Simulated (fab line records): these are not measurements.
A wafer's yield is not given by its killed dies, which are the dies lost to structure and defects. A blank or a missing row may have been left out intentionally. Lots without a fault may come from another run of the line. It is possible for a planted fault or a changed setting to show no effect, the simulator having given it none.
Matching of chambers / flow n5 finfet / 3 sister chambers for N5_MOL_CONTACT_COAG_CO_FILL_22 on cvd co-01
The step material Co, precursor CCTBA/H2, target thk 20 nm. 6 wafers are shown with their chamber, then 10 later ones without.

== EACH WAFER AND ITS CHAMBER ==
wafer=L081.3; chamber=2; heater power w (W)=228
wafer=L081.5; chamber=2; heater power w (W)=219
wafer=L090.3; chamber=0; heater power w (W)=207
wafer=L090.5; chamber=0; heater power w (W)=210
wafer=L092.2; chamber=1; heater power w (W)=227
wafer=L092.3; chamber=1; heater power w (W)=222

== WAFERS WITH NO CHAMBER GIVEN ==
wafer=L092.6; heater power w (W)=203
wafer=L094.1; heater power w (W)=206
wafer=L094.5; heater power w (W)=229
wafer=L094.6; heater power w (W)=204
wafer=L096.1; heater power w (W)=228
wafer=L096.2; heater power w (W)=212
wafer=L096.5; heater power w (W)=227
wafer=L097.2; heater power w (W)=226
wafer=L097.3; heater power w (W)=224
wafer=L097.5; heater power w (W)=222

== THE CHAMBER EACH PASSED THROUGH ==
wafer=L092.6; from the rows above=0; in truth=0
wafer=L094.1; from the rows above=0; in truth=0
wafer=L094.5; from the rows above=can't be placed: 1 or 2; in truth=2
wafer=L094.6; from the rows above=0; in truth=0
wafer=L096.1; from the rows above=can't be placed: 1 or 2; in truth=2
wafer=L096.2; from the rows above=can't be placed: 0 or 2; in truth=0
wafer=L096.5; from the rows above=can't be placed: 1 or 2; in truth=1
wafer=L097.2; from the rows above=can't be placed: 1 or 2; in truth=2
wafer=L097.3; from the rows above=can't be placed: 1 or 2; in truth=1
wafer=L097.5; from the rows above=can't be placed: 2 or 1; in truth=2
Correctly placed: 3 of 10. Cannot be placed on the basis of these rows: 7; the candidates contain the true chamber in 7. 0 placed wrongly.
How it was worked out, from the rows above alone: a wafer's distance from a chamber is the root of the sum, over the readings, of the square of ((its reading less the chamber's mean) divided by the reading's scatter). If the next closest chamber is less than 2 further off than the closest, the wafer can't be placed; otherwise it belongs to the closest. The mean given for a chamber averages the wafers shown for that chamber. The scatter is the square root of a quotient: the sum, over the shown wafers, of each reading's squared deviation from its chamber's mean, divided by wafers minus chambers.
